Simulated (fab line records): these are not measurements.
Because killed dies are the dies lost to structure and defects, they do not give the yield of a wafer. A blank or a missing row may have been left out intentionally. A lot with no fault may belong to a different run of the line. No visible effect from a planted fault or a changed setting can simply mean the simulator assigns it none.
Matching of chambers ; flow n5 finfet ; rie diel-04 running N5_MOL_CONTACT_COAG_ETCH_65: 4 sister chambers
The step etches underlayer in N2/H2, target depth 13 nm, time 10.4 s. 8 wafers are shown with their chamber, then 9 later ones without.

## WAFERS WITH THEIR CHAMBER
wafer;chamber;drypump motor current A (A);showerhead plenum p Torr (Torr)
L079.4;2;4.9;2.56
L085.1;1;6.4;2.61
L087.2;0;5.7;2.48
L087.3;3;6.5;2.61
L087.5;1;6.3;2.61
L089.2;0;5.8;2.48
L089.4;2;4.9;2.55
L089.6;3;6.6;2.61

## WAFERS WITHOUT THEIR CHAMBER
wafer;drypump motor current A (A);showerhead plenum p Torr (Torr)
L094.2;6.6;2.61
L094.3;4.9;2.55
L094.4;5.7;2.48
L096.2;6.6;2.61
L096.3;6.4;2.60
L096.4;5.8;2.48
L097.1;6.6;2.60
L097.2;5.8;2.47
L097.4;4.9;2.55

## THE CHAMBER EACH PASSED THROUGH
wafer;from the rows above;in truth
L094.2;3;3
L094.3;2;2
L094.4;0;0
L096.2;3;3
L096.3;can't be placed: 1 or 3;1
L096.4;0;0
L097.1;3;3
L097.2;0;0
L097.4;2;2
Correctly placed: 8 of 9. Not placeable from these rows: 1 (in 1, the candidates include the true chamber). 0 placed wrongly.
How it was worked out, from the rows above alone: a wafer's distance from a chamber is the root of the sum, over the readings, of the square of ((its reading less the chamber's mean) divided by the reading's scatter). If the next closest chamber is less than 2 further off than the closest, the wafer can't be placed; otherwise it belongs to the closest. Each chamber's mean is taken over the wafers shown for it. The scatter: take each reading less its chamber's mean, square it, sum over the shown wafers, divide by the number of wafers less the number of chambers, and take the root.
